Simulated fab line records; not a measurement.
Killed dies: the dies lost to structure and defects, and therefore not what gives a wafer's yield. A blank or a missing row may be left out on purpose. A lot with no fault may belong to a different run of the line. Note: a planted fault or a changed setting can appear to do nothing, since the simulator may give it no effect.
Comparing a struck lot with a sound one :: flow nand_harc :: 17 out of 1302 route steps
Sound: the wafers L709.2, L709.3, L709.5. Wafers L715.1, L715.2, L715.4 were the ones struck. The cause is given at the end.
For every step that has rows: the tool of each side, followed by ch and its chambers, followed by its first start. Under that, the readings that differ: sound wafers :: struck wafers :: difference of the means :: sigmas: that difference in standard deviations of wafers without a fault.
alike: readings whose means differ by less than 2 such deviations, and words and numbers that are the same on both sides. not compared: withheld readings, readings that some wafer has no value for, bounds like >300 that may hide the same value, and numbers for which the record gives no deviation and whose values overlap.
A row with sigmas, a row that says differs or no value, or rows on one side alone: a step with any of these is where the two part. When numbers do not overlap yet have no deviation, they are printed without sigmas and do not part them. A reading missing from all wafers of one side parts the sides only when that side holds two or more wafers.

first, 2 steps without rows for these wafers: NHARC_P_STI_SRD_39; NHARC_P_STI_OXIDE_40 (material SiO2, target thk 10 nm, ox time 1362 s).
NHARC_P_STI_INSPECT_25:
  sound: defect_inspect-02 at day 5 03:14; struck: defect_inspect-01 at day 7 20:08
  alike: raw_defect_count
then, 9 steps without rows for these wafers: NHARC_P_GATE_ETCH_69 (etches SiO2 in dHF, target depth 14 nm); NHARC_P_GATE_PRECLEAN_70 (cleans in SC1); NHARC_P_GATE_SRD_01; NHARC_P_GATE_OXIDE_02 (material SiO2, target thk 37.5 nm, ox time 365 s); NHARC_P_GATE_DEHYDRATE_03 (time 120 s); NHARC_P_GATE_HMDS_04 (time 30 s); NHARC_P_GATE_COAT_05; NHARC_P_GATE_SOFTBAKE_06 (time 95 s); NHARC_P_GATE_EBR_07.
NHARC_P_GATE_EXPOSE_08: exposes mask P HV.
  sound on krf_scanner-01 ch 0, day 5 12:51; struck on krf_scanner-01 ch 0, day 8 04:44
reading: mask
sound: P_HV#0 P_HV#0 P_HV#0
struck: P_NSD#0 P_NSD#0 P_NSD#0
difference: differs
sigmas: 
  alike: exposure_dose_mJ_cm2, stage_vel_mm_s
then, 2 steps without rows for these wafers: NHARC_P_GATE_PEB_09 (peb time 85 s); NHARC_P_GATE_DEVELOP_10 (time 70 s).
NHARC_P_GATE_CD_MEAS_11: the cd target is 1640 nm.
  sound on cd_sem-02 ch 0, day 5 13:00; struck on cd_sem-03 ch 0, day 8 04:53
reading: cd_nm (nm)
sound: 1640.4 1640.0 1640.7
struck: - - -
difference: no value on the struck wafers
sigmas: 
then, 1 step without rows for these wafers: NHARC_P_GATE_HARDBAKE_12 (time 80 s).

## WHERE THEY PART
At NHARC_P_GATE_EXPOSE_08 first; at NHARC_P_GATE_CD_MEAS_11 last (within this record only).

WHY: what the simulator had put in
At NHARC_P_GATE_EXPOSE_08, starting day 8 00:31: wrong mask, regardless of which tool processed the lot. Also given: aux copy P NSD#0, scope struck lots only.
